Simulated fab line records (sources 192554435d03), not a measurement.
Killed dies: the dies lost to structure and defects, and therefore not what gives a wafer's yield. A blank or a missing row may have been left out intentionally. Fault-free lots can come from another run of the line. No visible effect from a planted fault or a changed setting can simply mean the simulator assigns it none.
The tool behind it: which one? -- flow n5-finfet -- Sampling: 10 lots, 30 wafers, 2 of 1938 route steps

== WHAT EACH GAUGE READ, for each wafer ==
N5_ILD0_INSPECT_06: inspects for defects (darkfield).
lot,measured,on,raw-defect-count
L075,day 3 23:19,defect-inspect-01,14 14 27
L077,day 4 13:38,defect-inspect-01,15 16 21
L081,day 5 12:03,defect-inspect-01,38 63 48
L083,day 5 21:40,defect-inspect-02,29 20 42
L086,day 6 19:19,defect-inspect-01,46 19 61
L088,day 7 06:08,defect-inspect-02,32 56 41
L090,day 7 18:25,defect-inspect-02,49 35 64
L092,day 8 04:14,defect-inspect-02,35 25 35
L094,day 8 19:29,defect-inspect-02,40 60 34
L096,day 9 04:16,defect-inspect-02,66 52 85

== EACH LOT AND THE TOOL THAT RAN IT (in order: tool; ch and the chambers of the sampled wafers; start) ==
lot,N5_SD_EPI_P_ETCH_36
L075,"rie-diel-04 ch 0,1,3, day 3 12:34"
L077,"rie-diel-04 ch 0,1,3, day 4 02:53"
L081,"rie-diel-02 ch 0,3, day 5 01:09"
L083,"rie-diel-02 ch 0,1,2, day 5 10:58"
L086,"rie-diel-02 ch 0,1,2, day 6 06:47"
L088,"rie-diel-06 ch 0,1, day 6 19:25"
L090,"rie-diel-04 ch 1,3, day 7 06:00"
L092,"rie-diel-02 ch 0,1, day 7 16:35"
L094,"rie-diel-04 ch 0,2,3, day 8 07:32"
L096,"rie-diel-02 ch 0,1,3, day 8 17:02"
- N5_SD_EPI_P_ETCH_36: etches SiARC in CF4, target depth 45.5 nm, time 75.8 s.

== THE ANSWER, worked out from the rows above alone ==
Rule: the lots themselves supply what counts as usual. Put in order of their means at a reading, lots are off if they are a third of the lots or fewer, leave a main group of 4 or more, and stand apart from it by a gap of 3 or more times the standard deviation of the main group's means; of several such gaps the widest counts. A main group whose means are all the same, to the digits that the tables above print for the reading, isn't used. A lot without any number at a reading at which 4 lots or more have one is off too. Any other lot the step has rows for is counted as sound.
None of the lots is off at any reading shown; this tells nothing.

== WHAT THE SIMULATOR HAD PUT IN ==
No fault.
